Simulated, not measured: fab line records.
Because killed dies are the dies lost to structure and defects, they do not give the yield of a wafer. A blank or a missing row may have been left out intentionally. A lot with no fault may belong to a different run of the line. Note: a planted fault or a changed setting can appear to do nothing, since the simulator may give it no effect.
fab line records -- flow n5_finfet
record: lots: 6, wafers: 18, last_day: 19
route steps=1938 shown BEOL_M9@1450 PASSIVATION@1936
lots with no fault: from the same line, run without faults
start_h: the number of hours between the record's first day and the start of the first shown wafer of the lot -- wait_h: time in hours since the lot's previous step -- " repeats the value in the row above -- L1.1+2: a row that stands for several wafers -- - value missing, or start not given -- * or withheld: withheld -- < > ~ a bound
route shown NAME@n: NAME is a module with steps in the file, n the number in the route of the first one -- usual: average and standard deviation across the fault-free wafers -- same: alike in all rows -- chamber/n: place in a boat -- sites: per-site readings -- _std_site: standard deviation across them -- _edge_site: mean of outer sites minus mean of inner sites -- radius_mm: how far each site lies from the wafer's centre -- mask NAME#n: copy n -- behind: the last tool/chamber to shape the wafer -- hold: what put the lot on hold/how long, in hours/how the hold closed -- device: whichever transistor did not switch (one of n, p or np) -- end of line: at the end of the route, the tests of the same wafers -- step lacking rows: just its recipe -- killed: dies that structure and defects cost at the first sort, which is not the same as the wafer's yield -- map: the dies of a wafer, with x for killed, . for not killed, _ for no die there
set.NAME: the run value of the setting; set.NAME@STEP: its run value at that earlier step -- model.NAME: the simulator's own value behind a step, which no gauge read
a table for each step, a row for each wafer; lots at some steps of the route
services: from which hour (start_h, from the record's first day; less than 0 if before it) a tool's chamber was out of use, for how many hours, and why
== steps ==
step: N5_BEOL_M9_HM_STRIP_39
recipe: chemistry: peroxide_tin_strip, material: TiN, target_depth_a: 250, temp_c: 50, time_s: 158
step: N5_BEOL_M9_SRD_40
recipe: time_s: 30, temp_c: 23, rinse_liquid: diw, dry: ipa_marangoni
step: N5_BEOL_M9_PRECLEAN_42
recipe: chemistry: residue_remover, time_s: 60, temp_c: 40
step: N5_BEOL_M9_SRD_43
recipe: time_s: 30, temp_c: 23, rinse_liquid: diw, dry: ipa_marangoni
step: N5_BEOL_M9_CD_MEAS_35
recipe: target_cd_nm: 70, target_cd_y_nm: 40, polarity: opening
usual: cd_nm: 70.2/0.82
lot.wafer,tool,chamber,start_h,wait_h,cd_nm
L256.2,cd_sem-03,-,268.77,0.0,71.4
L256.5,cd_sem-03,-,268.77,0.0,70.8
L256.6,cd_sem-03,-,268.77,0.0,69.6
L260.1,cd_sem-02,-,305.67,0.0,69.6
L260.3,cd_sem-02,-,305.67,0.0,69.6
L260.4,cd_sem-02,-,305.67,0.0,69.1
L263.4,cd_sem-01,-,319.43,0.0,71.5
L263.5,cd_sem-01,-,319.43,0.0,70.3
L263.6,cd_sem-01,-,319.43,0.0,69.9
L270.1,cd_sem-02,-,358.51,0.0,70.6
L270.3,cd_sem-02,-,358.51,0.0,69.2
L270.5,cd_sem-02,-,358.51,0.0,69.2
L269.2,cd_sem-03,-,358.56,0.0,69.5
L269.4,cd_sem-03,-,358.56,0.0,69.7
L269.5,cd_sem-03,-,358.56,0.0,69.1
L273.1,cd_sem-01,-,384.38,0.0,69.4
L273.3,cd_sem-01,-,384.38,0.0,69.8
L273.4,cd_sem-01,-,384.38,0.0,69.7
step: N5_BEOL_M9_CURE_72
recipe: temp_c: 370, time_s: 120, ambient: DMADMS/He, material: SiCOH_lowk
step: N5_BEOL_M9_DEGAS_44
recipe: ambient: vacuum, temp_c: 250, time_s: 60
usual: heater_power_w: 321/19
lot.wafer,tool,chamber,start_h,wait_h,heater_power_w
L256.2,pvd_sputter-02,-,271.60,2.1,315
L256.5,pvd_sputter-02,-,271.60,2.1,282
L256.6,pvd_sputter-02,-,271.60,2.1,333
L260.1,pvd_sputter-03,-,306.03,0.3,322
L260.3,pvd_sputter-03,-,306.03,0.3,338
L260.4,pvd_sputter-03,-,306.03,0.3,330
L263.4,pvd_sputter-02,-,319.88,0.2,312
L263.5,pvd_sputter-02,-,319.88,0.2,291
L263.6,pvd_sputter-02,-,319.88,0.2,313
L270.1,pvd_sputter-01,-,358.89,0.3,334
L270.3,pvd_sputter-01,-,358.89,0.3,352
L270.5,pvd_sputter-01,-,358.89,0.3,328
L269.2,pvd_sputter-01,-,358.97,0.3,350
L269.4,pvd_sputter-01,-,358.97,0.3,341
L269.5,pvd_sputter-01,-,358.97,0.3,325
L273.1,pvd_sputter-02,-,384.96,0.5,326
L273.3,pvd_sputter-02,-,384.96,0.5,283
L273.4,pvd_sputter-02,-,384.96,0.5,311
step: N5_BEOL_M9_PRE_CLEAN_45
recipe: gas: H2/He, time_s: 30, temp_c: 250
usual: heater_power_w: 321/18
lot.wafer,tool,chamber,start_h,wait_h,heater_power_w
L256.2,pvd_sputter-02,-,271.64,0.0,315
L256.5,pvd_sputter-02,-,271.64,0.0,292
L256.6,pvd_sputter-02,-,271.64,0.0,327
L260.1,pvd_sputter-03,-,306.07,0.0,315
L260.3,pvd_sputter-03,-,306.07,0.0,344
L260.4,pvd_sputter-03,-,306.07,0.0,333
L263.4,pvd_sputter-02,-,319.92,0.0,309
L263.5,pvd_sputter-02,-,319.92,0.0,283
L263.6,pvd_sputter-02,-,319.92,0.0,307
L270.1,pvd_sputter-01,-,358.93,0.0,329
L270.3,pvd_sputter-01,-,358.93,0.0,355
L270.5,pvd_sputter-01,-,358.93,0.0,334
L269.2,pvd_sputter-01,-,359.01,0.0,349
L269.4,pvd_sputter-01,-,359.01,0.0,334
L269.5,pvd_sputter-01,-,359.01,0.0,334
L273.1,pvd_sputter-02,-,385.00,0.0,325
L273.3,pvd_sputter-02,-,385.00,0.0,293
L273.4,pvd_sputter-02,-,385.00,0.0,302
step: N5_BEOL_M9_ALD_74
recipe: material: TaN, target_thk_a: 20, temp_c: 275, ald_precursor_family: PDMAT, ald_co_reactant: NH3, pressure_torr: 3, carrier_flow_sccm: 1500, pulse_time_s: 2, purge_time_s: 3, co_reactant_purge_time_s: 2, co_reactant_pulse_time_s: 3, ald_cycles: 40, precursor_vessel_temp_c: 75, precursor_vessel_pressure_torr: 26.25, precursor_vessel_carrier_sccm: 1000
usual: heater_power_w: 431/25
same: co_reactant_pulse_time_s: 3
lot.wafer,tool,chamber,start_h,wait_h,heater_power_w,since_wet_clean_h
L256.2,ald_metal-02,3,271.70,0.0,421,6089
L256.5,ald_metal-02,2,271.70,0.0,411,-
L256.6,ald_metal-02,3,271.70,0.0,421,-
L260.1,ald_metal-02,1,306.13,0.0,453,6123
L260.3,ald_metal-02,2,306.13,0.0,398,6123
L260.4,ald_metal-02,3,306.13,0.0,417,6123
L263.4,ald_metal-03,0,319.98,0.0,460,3060
L263.5,ald_metal-03,2,319.98,0.0,411,-
L263.6,ald_metal-03,3,319.98,0.0,447,-
L270.1,ald_metal-04,3,359.04,0.1,436,1560
L270.3,ald_metal-04,2,359.04,0.1,439,1560
L270.5,ald_metal-04,1,359.04,0.1,401,-
L269.2,ald_metal-03,1,359.07,0.0,413,3099
L269.4,ald_metal-03,0,359.07,0.0,455,3099
L269.5,ald_metal-03,3,359.07,0.0,452,-
L273.1,ald_metal-02,0,385.06,0.0,472,34
L273.3,ald_metal-02,1,385.06,0.0,456,34
L273.4,ald_metal-02,3,385.06,0.0,406,34
step: N5_BEOL_M9_SURFACE_TREAT_79
recipe: gas: Ar, time_s: *, ion_energy_ev: *, ion_current_ma_cm2: 0.5, pressure_mtorr: *, ar_flow_sccm: 30
step: N5_BEOL_M9_CVD_78
recipe: material: Co, target_thk_a: 20, temp_c: withheld, precursor: CCTBA/H2, pressure_torr: 30, time_s: 138.9
step: N5_BEOL_M9_SPUTTER_48
recipe: material: Cu, target_thk_a: 120, temp_c: -20, bias_v: 60, power_w: 26000, chamber_pressure_pa: 0.13, time_s: 2
usual: chamber_pressure_pa: 0.13/0.00025, chuck_gas_flow_sccm: 1.26/0.054, chuck_sensor_temp_C: -16.0/0.3, throttle_valve_pct: 30.0/0.71
lot.wafer,tool,chamber,start_h,wait_h,chamber_pressure_pa,chuck_gas_flow_sccm,chuck_sensor_temp_C,throttle_valve_pct
L256.2,pvd_sputter-01,-,272.25,0.1,0.1301,1.41,-15.7,30.2
L256.5,pvd_sputter-01,-,272.25,0.1,0.13015,1.31,-15.9,29.9
L256.6,pvd_sputter-01,-,272.25,0.1,0.13001,1.21,-15.9,30.4
L260.1,pvd_sputter-02,-,307.34,0.6,0.12959,1.20,-16.2,29.3
L260.3,pvd_sputter-02,-,307.34,0.6,0.12989,1.31,-15.7,29.8
L260.4,pvd_sputter-02,-,307.34,0.6,0.13027,1.30,-16.3,31.1
L263.4,pvd_sputter-02,-,320.82,0.0,0.13019,1.23,-16.4,30.0
L263.5,pvd_sputter-02,-,320.82,0.0,0.12973,1.27,-16.5,30.2
L263.6,pvd_sputter-02,-,320.82,0.0,0.12984,1.36,-15.9,29.7
L270.1,pvd_sputter-01,-,359.57,0.1,0.13019,1.31,-16.3,30.7
L270.3,pvd_sputter-01,-,359.57,0.1,0.13053,1.24,-15.9,29.4
L270.5,pvd_sputter-01,-,359.57,0.1,0.12991,1.34,-15.6,30.5
L269.2,pvd_sputter-03,-,359.59,0.1,0.13013,1.20,-15.9,31.2
L269.4,pvd_sputter-03,-,359.59,0.1,0.13009,1.30,-16.4,29.0
L269.5,pvd_sputter-03,-,359.59,0.1,0.13001,1.19,-16.4,29.0
L273.1,pvd_sputter-02,-,386.00,0.3,0.12985,1.29,-16.4,31.1
L273.3,pvd_sputter-02,-,386.00,0.3,0.13022,1.29,-16.1,29.2
L273.4,pvd_sputter-02,-,386.00,0.3,0.13025,1.29,-16.6,29.9
step: N5_BEOL_M9_ECD_50
recipe: material: Cu, target_thk_a: 3180
lot.wafer,tool,chamber,start_h,wait_h
L256.2+5+6,ecd_cu-02,"1,0,1",272.37,0.1
L260.1+3+4,ecd_cu-02,"1,0,1",307.46,0.1
L260.1+3+4,ecd_cu-02,"1,0,1",307.85,0.4
L263.4+5+6,ecd_cu-02,"0,0,1",320.96,0.1
L263.4+5+6,ecd_cu-02,"0,0,1",321.25,0.3
L270.1+3+5,ecd_cu-02,1,359.69,0.1
L269.2+4+5,ecd_cu-02,"1,0,0",359.78,0.1
L273.1+3+4,ecd_cu-01,"0,0,1",386.12,0.1
step: N5_BEOL_M9_ANNEAL_51
recipe: temp_c: 225, time_s: 90, ambient: N2
usual: wafer_temp_C_max: 226.0/0.37
lot.wafer,tool,chamber,start_h,wait_h,wafer_temp_C_max
L256.2,rtp_anneal-01,0,272.53,0.1,225.6
L256.5,rtp_anneal-01,0,272.53,0.1,225.6
L256.6,rtp_anneal-01,0,272.53,0.1,225.7
L260.1,rtp_anneal-01,0,307.96,0.1,225.7
L260.3,rtp_anneal-01,0,307.96,0.1,225.9
L260.4,rtp_anneal-01,0,307.96,0.1,225.7
L263.4,rtp_anneal-01,0,321.47,0.2,225.7
L263.5,rtp_anneal-01,0,321.47,0.2,225.5
L263.6,rtp_anneal-01,0,321.47,0.2,225.7
L270.1,rtp_anneal-01,0,359.80,0.1,225.5
L270.3,rtp_anneal-01,0,359.80,0.1,225.6
L270.5,rtp_anneal-01,0,359.80,0.1,225.7
L269.2,rtp_anneal-01,0,360.11,0.3,226.5
L269.4,rtp_anneal-01,0,360.11,0.3,225.9
L269.5,rtp_anneal-01,0,360.11,0.3,225.7
L273.1,rtp_anneal-01,0,386.42,0.3,225.5
L273.3,rtp_anneal-01,0,386.42,0.3,226.7
L273.4,rtp_anneal-01,0,386.42,0.3,225.8
step: N5_BEOL_M9_CMP_52
recipe: stop_on: SiCOH_lowk, t_overpolish_s: 7, down_force_psi: 1, platen_rpm: 50, clearing_platen_down_force_psi: 1.5, clearing_platen_rpm: 50, post_cmp_clean: cu_alkaline, target_thk_nm: 140, clearing_platen_pad_velocity_m_s: 0.99484, pad_velocity_m_s: 0.99484
usual: barrier_field_endpoint_s: 29.1/0.93, motor_current_A: 6.2/0.78, overpolish_run_s: 7.000/0.0092, time_to_endpoint_s: 67/4.7
lot.wafer,tool,chamber,start_h,wait_h,barrier_field_endpoint_s,motor_current_A,overpolish_run_s,time_to_endpoint_s
L256.2,cmp-03,2,272.89,0.3,29.5,5.5,7.009,69
L256.6,cmp-03,3,272.89,0.3,28.0,6.2,6.994,60
L256.5,cmp-03,0,272.89,0.3,29.4,4.8,6.996,68
L260.1,cmp-03,0,308.27,0.3,29.6,4.6,6.982,140
L260.3,cmp-03,1,308.27,0.3,29.4,6.3,6.999,137
L260.4,cmp-03,3,308.27,0.3,28.8,6.2,6.994,130
L263.4,cmp-02,0,321.67,0.2,27.7,6.5,7.001,124
L263.6,cmp-02,3,321.67,0.2,27.8,6.1,7.000,122
L263.5,cmp-02,0,321.67,0.2,28.7,6.5,7.014,124
L270.1,cmp-01,1,360.17,0.3,28.6,6.1,7.000,70
L270.3,cmp-01,2,360.17,0.3,30.6,7.1,7.017,74
L270.5,cmp-01,0,360.17,0.3,28.9,6.3,6.999,67
L269.2,cmp-03,2,360.44,0.3,29.1,5.7,7.006,68
L269.4,cmp-03,3,360.44,0.3,28.3,6.1,6.983,65
L269.5,cmp-03,0,360.44,0.3,29.8,4.7,6.991,70
L273.4,cmp-02,0,386.73,0.1,29.6,6.3,7.001,63
L273.3,cmp-02,2,386.73,0.1,30.3,7.7,7.006,66
L273.1,cmp-02,3,386.73,0.1,28.0,6.0,7.006,59
step: N5_BEOL_M9_THK_MEAS_53
recipe: thk_meas_gauge: xrf, reads: Cu_of_BEOL_M9_ECD_50
usual: M9_THK: 138/4
lot.wafer,tool,chamber,start_h,wait_h,M9_THK[nm]
L256.2,film_metro-02,-,273.07,-,145
L256.5,film_metro-02,-,273.07,-,140
L256.6,film_metro-02,-,273.07,-,141
L260.1,film_metro-01,-,308.57,-,135
L260.3,film_metro-01,-,308.57,-,141
L260.4,film_metro-01,-,308.57,-,132
L263.4,film_metro-02,-,321.93,-,136
L263.5,film_metro-02,-,321.93,-,131
L263.6,film_metro-02,-,321.93,-,130
L270.1,film_metro-02,-,360.39,-,136
L270.3,film_metro-02,-,360.39,-,140
L270.5,film_metro-02,-,360.39,-,139
L269.2,film_metro-02,-,360.66,-,138
L269.4,film_metro-02,-,360.66,-,136
L269.5,film_metro-02,-,360.66,-,142
L273.1,film_metro-01,-,387.03,-,136
L273.3,film_metro-01,-,387.03,-,130
L273.4,film_metro-01,-,387.03,-,135
step: N5_PASSIVATION_PROBE_49
usual: defect_limited_yield: 91.0/1.4, killed_at_M0_to_M3: 34/10, killed_at_M4_up: 15/5.5, killed_at_contacts: 12/6.1, killed_at_front_end: 41/12, killed_at_other: 4/3.4, killed_dies: 106/17, killed_open: 70/13, killed_short: 34/7.4, sort_bin_5_function: 5.3/1, sort_bin_6_memory: 3.4/0.69, sort_bin_8_speed: 0.03/0.22, sort_n_pass: 1073/17, sort_yield_pct: 91.0/1.4
same: gross_dies: 1180, killed_at_back_side: 0, sort_bin_4_leakage[%]: 0
lot.wafer,tool,chamber,start_h,wait_h,defect_limited_yield[%],killed_at_M0_to_M3,killed_at_M4_up,killed_at_contacts,killed_at_front_end,killed_at_other,killed_dies,killed_open,killed_short,sort_bin_5_function[%],sort_bin_6_memory[%],sort_bin_8_speed[%],sort_n_pass,sort_yield_pct[%]
L263.4,prober-01,-,390.71,0.2,89.8,19,17,31,50,3,120,81,39,6.4,3.5,0,1060,89.8
L263.5,prober-01,-,390.76,0.2,90.3,30,21,17,42,4,114,73,39,5.5,3.9,0,1066,90.3
L263.6,prober-01,-,390.81,0.3,89.5,33,31,12,41,7,124,82,39,5.8,4.2,0.08,1056,89.5
L270.3,prober-02,-,426.40,0.1,90.4,34,13,10,51,5,113,80,32,6.2,3.1,0,1067,90.4
killed by level:class
L263.4 MOL_CONTACT_COAG:geometric_particle:open=22 FIN_SAQP:geometric_particle:short=10 STI_FIN_REVEAL:geometric_particle:open=10 MOL_CONTACT_COAG:geometric_particle:short=9 FIN_SAQP:geometric_particle:open=7 STARTING-WAFER:geometric_particle:open=6 BEOL_M4:geometric_particle:open=5 BEOL_M8:geometric_particle:open=5
L263.5 FIN_SAQP:geometric_particle:short=18 BEOL_M4:geometric_particle:open=13 MOL_CONTACT_COAG:geometric_particle:open=12 BEOL_M3:geometric_particle:open=9 STI_FIN_REVEAL:geometric_particle:open=8 BEOL_M0_SAQP:geometric_particle:open=7 DUMMY_GATE:geometric_particle:open=6 MOL_CONTACT_COAG:geometric_particle:short=5
L263.6 BEOL_M4:geometric_particle:open=20 FIN_SAQP:geometric_particle:short=10 MOL_CONTACT_COAG:geometric_particle:open=10 FIN_SAQP:geometric_particle:open=7 GATE_CUT:geometric_particle:short=7 BEOL_M3:geometric_particle:open=7 BEOL_M0_SAQP:geometric_particle:open=6 DUMMY_GATE:geometric_particle:open=5
L270.3 STI_FIN_REVEAL:geometric_particle:open=24 BEOL_M2:geometric_particle:open=15 MOL_CONTACT_COAG:geometric_particle:open=8 FIN_SAQP:geometric_particle:open=7 BEOL_M0_SAQP:geometric_particle:short=7 BEOL_M4:geometric_particle:open=7 FIN_SAQP:geometric_particle:short=5 BEOL_M0_SAQP:geometric_particle:open=5
== services ==
tool,chamber,start_h,hours,kind
ecd_cu-01,-,251.89,0.7,repair
ecd_cu-01,-,263.65,0.9,repair
ald_metal-03,2,268.15,3.0,repair
cmp-02,-,272.20,4.0,pm
cmp-01,-,283.05,0.8,repair
cmp-01,-,289.12,6.4,repair
cmp-03,-,291.19,4.6,pm
ald_metal-02,1,295.26,3.6,repair
cmp-01,-,303.17,1.2,repair
ecd_cu-01,-,307.60,1.6,repair
ecd_cu-01,-,315.01,0.7,repair
ald_metal-02,1,326.76,34.2,repair
ecd_cu-02,-,329.12,2.3,repair
ald_metal-02,-,337.25,14.0,pm
ald_metal-02,0,337.25,14.0,vent_cycle
ald_metal-02,2,337.25,14.0,vent_cycle
ald_metal-02,3,337.25,14.0,vent_cycle
ald_metal-03,-,338.96,2.0,repair
ecd_cu-01,-,339.80,5.0,pm
cmp-02,-,341.61,2.4,repair
cmp-01,-,349.02,4.0,pm
cmp-03,-,365.02,1.9,repair
ald_metal-02,-,369.41,2.8,pm
ecd_cu-02,-,376.99,3.6,repair
== key ==
first_sign: step: N5_BEOL_M9_ECD_50, reading: visit, direction: added
effect: step: N5_BEOL_M9_CMP_52, reading: time_to_endpoint_s, direction: up, sigmas: 13, usual: *, struck: *
met_at N5_BEOL_M9_ECD_50
struck_wafers L260.1,L260.3,L260.4,L263.4,L263.5,L263.6
fault: kind: repeated_step_whole, tool: ecd_cu-01,ecd_cu-02, chamber: -, onset_h: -, steps: N5_BEOL_M9_ECD_50, times: 1, scope: struck_lots_only
